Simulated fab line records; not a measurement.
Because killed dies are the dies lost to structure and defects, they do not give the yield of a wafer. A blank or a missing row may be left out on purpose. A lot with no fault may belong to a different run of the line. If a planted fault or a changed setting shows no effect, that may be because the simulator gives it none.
Which tool did it? | flow n5Finfet | Sampling: 9 lots, 24 wafers, 5 of 1938 route steps

## WHAT EACH GAUGE READ, for each wafer
N5_BEOL_M4_RC_MEAS_101. Usual: DIBL_N 35.8 mV/V, standard deviation 1.5; DIBL_P 35.9 mV/V, standard deviation 1.8; IOFF_N 0.152 nA/um, standard deviation 0.025; IOFF_P 0.21 nA/um, standard deviation 0.031; ION_N 672 uA/um, standard deviation 11; ION_P 462 uA/um, standard deviation 7.4; SS_N 71.5 mV/dec, standard deviation 0.52; SS_P 73.2 mV/dec, standard deviation 0.54; VT_N 250 mV, standard deviation 3; VT_P -250 mV, standard deviation 3.3.
lot  | measured     | on        | DIBL_N (mV/V)  | DIBL_P (mV/V)  | IOFF_N (nA/um)    | IOFF_P (nA/um) | ION_N (uA/um) | ION_P (uA/um) | SS_N (mV/dec)  | SS_P (mV/dec)  | VT_N (mV)   | VT_P (mV)      | flag
L595 | day 7 22:11  | prober-01 | 35.7 38.0 37.1 | 36.5 38.4 37.1 | 0.146 0.192 0.176 | 0.19 0.21 0.20 | 670 672 682   | 454 457 455   | 72.9 73.0 72.7 | 72.9 73.7 73.0 | 251 250 251 | -253 -249 -249 | 
L601 | day 9 17:10  | prober-02 | 37.0 37.5 35.0 | 36.6 37.7 33.7 | 0.143 0.146 0.112 | 0.19 0.19 0.14 | 670 665 661   | 459 453 450   | 71.6 71.9 71.4 | 73.8 74.1 72.9 | 252 254 256 | -255 -255 -259 | 
L602 | day 9 23:46  | prober-02 | 34.6 36.3      | 34.5 36.1      | 0.115 0.146       | 0.15 0.18      | 652 669       | 449 463       | 71.6 71.1      | 72.3 72.7      | 256 252     | -255 -253      | 
L606 | day 10 20:46 | prober-01 | 37.1 34.2 35.5 | 37.8 34.8 36.5 | 0.177 0.128 0.145 | 0.23 0.18 0.20 | 667 677 672   | 458 467 459   | 71.3 71.8 71.3 | 74.7 73.7 74.1 | 248 252 251 | -248 -250 -253 | 
L605 | day 11 00:23 | prober-02 | 36.5 35.9      | 35.2 34.6      | 0.167 0.151       | 0.21 0.20      | 681 670       | 466 462       | 72.1 70.9      | 72.9 73.4      | 251 250     | -246 -248      | 
L607 | day 11 04:14 | prober-02 | 34.0 33.8      | 33.2 33.3      | 0.117 0.122       | 0.17 0.18      | 659 655       | 461 455       | 71.1 70.5      | 73.0 72.8      | 251 252     | -252 -252      | 
L610 | day 11 23:43 | prober-01 | 37.7 36.0 36.5 | 38.6 35.8 38.0 | 0.218 0.172 0.196 | 0.29 0.23 0.28 | 700 676 706   | 484 465 489   | 72.0 71.6 72.4 | 74.3 72.8 73.7 | 244 245 245 | -243 -248 -243 | 
L615 | day 13 12:31 | prober-02 | 33.7 33.9 34.5 | 34.6 34.2 34.7 | 0.135 0.133 0.145 | 0.20 0.19 0.20 | 662 664 653   | 465 455 455   | 71.3 71.8 71.4 | 72.6 73.0 73.2 | 251 253 254 | -249 -251 -252 | 
L616 | day 13 15:20 | prober-01 | 36.0 35.9 35.4 | 35.4 35.9 35.1 | 0.146 0.154 0.144 | 0.22 0.23 0.21 | 676 678 693   | 467 466 468   | 71.5 71.8 71.3 | 73.1 73.0 72.4 | 251 246 251 | -249 -248 -248 | 

## EACH LOT AND THE TOOL THAT RAN IT (in order: tool; ch and the chambers of the sampled wafers; start)
lot  | N5_BEOL_M4_ETCH_69                | N5_BEOL_M4_TRENCH_ETCH_37                    | N5_BEOL_M4_ANNEAL_49        | N5_BEOL_M4_ANNEAL_87
L595 | rieDiel-02 ch 1,2, day 7 15:11    | rieDiel-02 ch 0,2, day 7 19:24 or earlier    | pvdSputter-02, day 7 19:24  | pvdSputter-02, day 7 20:04
L601 | rieDiel-03 ch 2,3, day 9 11:22    | rieDiel-03 ch 0,1,2, day 9 14:04 or earlier  | pvdSputter-03, day 9 14:04  | pvdSputter-03, day 9 14:44
L602 | rieDiel-04 ch 0,1, day 9 16:44    | rieDiel-04 ch 1,2, day 9 20:50 or earlier    | pvdSputter-01, day 9 20:50  | pvdSputter-01, day 9 21:29
L606 | rieDiel-02 ch 0,1,3, day 10 11:35 | rieDiel-03 ch 0,1,2, day 10 17:57 or earlier | pvdSputter-02, day 10 17:57 | pvdSputter-02, day 10 18:37
L605 | rieDiel-02 ch 2,3, day 10 14:13   | rieDiel-02 ch 0,1, day 10 21:08 or earlier   | pvdSputter-02, day 10 21:08 | pvdSputter-02, day 10 21:47
L607 | rieDiel-02 ch 0,2, day 10 21:50   | rieDiel-02 ch 2,3, day 11 01:22 or earlier   | pvdSputter-01, day 11 01:22 | pvdSputter-01, day 11 02:02
L610 | rieDiel-02 ch 0,1,2, day 11 14:51 | rieDiel-04 ch 1,2,3, day 11 20:55 or earlier | pvdSputter-02, day 11 20:55 | pvdSputter-02, day 11 21:35
L615 | rieDiel-02 ch 0,2,3, day 13 04:52 | rieDiel-02 ch 0,2,3, day 13 09:35 or earlier | pvdSputter-02, day 13 09:35 | pvdSputter-02, day 13 10:14
L616 | rieDiel-02 ch 1,2,3, day 13 08:23 | rieDiel-04 ch 1,2,3, day 13 12:34 or earlier | pvdSputter-02, day 13 12:34 | pvdSputter-02, day 13 13:13
- N5_BEOL_M4_ETCH_69: etches SiARC in CF4, target depth 15.6 nm, time 26 s.
- N5_BEOL_M4_TRENCH_ETCH_37: etches SiOC in C4F6/O2, target depth 55.555 nm, time 29.2 s.
- N5_BEOL_M4_ANNEAL_49: time 240 s.
- N5_BEOL_M4_ANNEAL_87: time 240 s.

## AS READ BY THE TOOLS THEMSELVES (means over the sampled wafers that have a number; for cases with no such wafer, the mark the record gives instead)
N5_BEOL_M4_ETCH_69. Usual: biasW 35.98 W, standard deviation 0.1; chamberPressureMTorr 40.00 mTorr, standard deviation 0.037; drypumpMotorCurrentA 5.5 A, standard deviation 0.48; etchRfOnTimeS 26.0 s, standard deviation 0.38; oesProductAu 0.70 a.u., standard deviation 0.077; rfVppV 183.9 V, standard deviation 1.2; showerheadPlenumPTorr 2.13 Torr, standard deviation 0.075; throttleValvePct 15.5 %, standard deviation 0.3.
lot  | tool       | biasW (W) | chamberPressureMTorr (mTorr) | drypumpMotorCurrentA (A) | etchRfOnTimeS (s) | oesProductAu (a.u.) | rfVppV (V) | showerheadPlenumPTorr (Torr) | throttleValvePct (%) | flag
L595 | rieDiel-02 | 35.98     | 40.01                        | 5.5                      | 26.4              | 0.68                | 182.8      | 2.09                         | 15.4                 | 
L601 | rieDiel-03 | 36.03     | 39.98                        | 5.6                      | 26.4              | 0.61                | 184.3      | 2.15                         | 15.7                 | 
L602 | rieDiel-04 | 35.94     | 40.05                        | 5.5                      | 25.8              | 0.73                | 184.6      | 2.15                         | 15.7                 | 
L606 | rieDiel-02 | 35.99     | 39.99                        | 5.6                      | 26.0              | 0.71                | 184.9      | 2.13                         | 15.5                 | 
L605 | rieDiel-02 | 36.08     | 40.05                        | 5.2                      | 25.9              | 0.72                | 184.7      | 2.16                         | 15.4                 | 
L607 | rieDiel-02 | 36.00     | 40.00                        | 5.1                      | 26.2              | 0.64                | 182.2      | 2.05                         | 15.8                 | 
L610 | rieDiel-02 | 36.10     | 40.00                        | 5.5                      | 25.8              | 0.69                | 183.2      | 2.07                         | 15.6                 | 
L615 | rieDiel-02 | 35.96     | 40.00                        | 5.2                      | 25.5              | 0.75                | 184.5      | 2.20                         | 15.5                 | 
L616 | rieDiel-02 | 35.95     | 39.99                        | 5.6                      | 25.7              | 0.72                | 183.6      | 2.13                         | 15.3                 | 

N5_BEOL_M4_TRENCH_ETCH_37. Usual: C4F6_flow_sccm 9.997 sccm, standard deviation 0.03; biasW 185.1 W, standard deviation 0.56; chamberPressureMTorr 29.996 mTorr, standard deviation 0.027; drypumpMotorCurrentA 5.5 A, standard deviation 0.5; oesProductAu 0.82 a.u., standard deviation 0.092; rfVppV 673 V, standard deviation 12; showerheadPlenumPTorr 2.82 Torr, standard deviation 0.093; throttleValvePct 20.8 %, standard deviation 0.34.
lot  | tool       | C4F6_flow_sccm (sccm) | biasW (W) | chamberPressureMTorr (mTorr) | drypumpMotorCurrentA (A) | oesProductAu (a.u.) | rfVppV (V) | showerheadPlenumPTorr (Torr) | throttleValvePct (%) | flag
L595 | rieDiel-02 | 9.978                 | 184.8     | 29.996                       | 5.1                      | 0.76                | 662        | 2.74                         | 21.2                 | 
L601 | rieDiel-03 | 9.966                 | 185.2     | 30.004                       | 5.8                      | 0.80                | 689        | 2.78                         | 20.8                 | 
L602 | rieDiel-04 | 10.008                | 185.9     | 29.984                       | 5.5                      | 0.81                | 676        | 2.87                         | 21.0                 | 
L606 | rieDiel-03 | 9.989                 | 184.6     | 30.003                       | 5.8                      | 0.78                | 688        | 2.77                         | 20.9                 | 
L605 | rieDiel-02 | 10.022                | 184.7     | 29.941                       | 5.8                      | 0.81                | 664        | 2.74                         | 20.8                 | 
L607 | rieDiel-02 | 9.990                 | 184.6     | 29.982                       | 5.2                      | 0.85                | 670        | 2.88                         | 20.7                 | 
L610 | rieDiel-04 | 9.983                 | 185.1     | 29.985                       | 5.7                      | 0.81                | 671        | 2.83                         | 20.8                 | 
L615 | rieDiel-02 | 10.001                | 184.7     | 30.011                       | 5.2                      | 0.86                | 671        | 2.93                         | 20.8                 | 
L616 | rieDiel-04 | 10.003                | 184.7     | 29.987                       | 5.8                      | 0.80                | 671        | 2.82                         | 20.8                 | 

N5_BEOL_M4_ANNEAL_49. Usual: heaterPowerW 814 W, standard deviation 110; susceptorTempC 399.98 C, standard deviation 0.21.
lot  | tool          | heaterPowerW (W) | susceptorTempC (C) | flag
L595 | pvdSputter-02 | 843              | 400.03             | 
L601 | pvdSputter-03 | 834              | 400.04             | 
L602 | pvdSputter-01 | 771              | 399.99             | 
L606 | pvdSputter-02 | 846              | 399.98             | 
L605 | pvdSputter-02 | 782              | 400.06             | 
L607 | pvdSputter-01 | 716              | 399.67             | 
L610 | pvdSputter-02 | 844              | 399.96             | 
L615 | pvdSputter-02 | 911              | 400.08             | 
L616 | pvdSputter-02 | 911              | 399.86             | 

N5_BEOL_M4_ANNEAL_87. Usual: heaterPowerW 813 W, standard deviation 110; susceptorTempC 400.02 C, standard deviation 0.22.
lot  | tool          | heaterPowerW (W) | susceptorTempC (C) | flag
L595 | pvdSputter-02 | 834              | 399.84             | 
L601 | pvdSputter-03 | 842              | 399.92             | 
L602 | pvdSputter-01 | 764              | 400.22             | 
L606 | pvdSputter-02 | 851              | 400.02             | 
L605 | pvdSputter-02 | 784              | 400.19             | 
L607 | pvdSputter-01 | 704              | 399.77             | 
L610 | pvdSputter-02 | 845              | 400.30             | 
L615 | pvdSputter-02 | -                | -                  | OFF
L616 | pvdSputter-02 | -                | -                  | OFF

## THE ANSWER, worked out from the rows above alone
Rule: lot off if the mean of its wafers having a number is beyond 3 standard deviations from the usual mean. Also off: a lot with no number at a reading for which 4 or more lots have one. Where the step has rows for the other lots, those lots are counted as sound. After the gauges, taken in route order, come the tools' own readings; for these a lot's mean is taken, as printed above. At the first step where some lot is off, the reading lying furthest off is the one used; lots without a number count as furthest.
Off: L615, L616 (N5_BEOL_M4_ANNEAL_87, heaterPowerW). Without a number there: L615, L616.
A tool fits if, at that step or a process step before it, it ran every lot that is off, and no sound lot after the first of them. N5_BEOL_M4_TRENCH_ETCH_37 gives no start for some lots, so the hours and the order of its lots are those of N5_BEOL_M4_ANNEAL_49. 2 tools fit, rieDiel-02 at N5_BEOL_M4_ETCH_69 and pvdSputter-02 at N5_BEOL_M4_ANNEAL_49 and N5_BEOL_M4_ANNEAL_87, so this cannot tell which one it is.

## WHAT THE SIMULATOR HAD INSERTED
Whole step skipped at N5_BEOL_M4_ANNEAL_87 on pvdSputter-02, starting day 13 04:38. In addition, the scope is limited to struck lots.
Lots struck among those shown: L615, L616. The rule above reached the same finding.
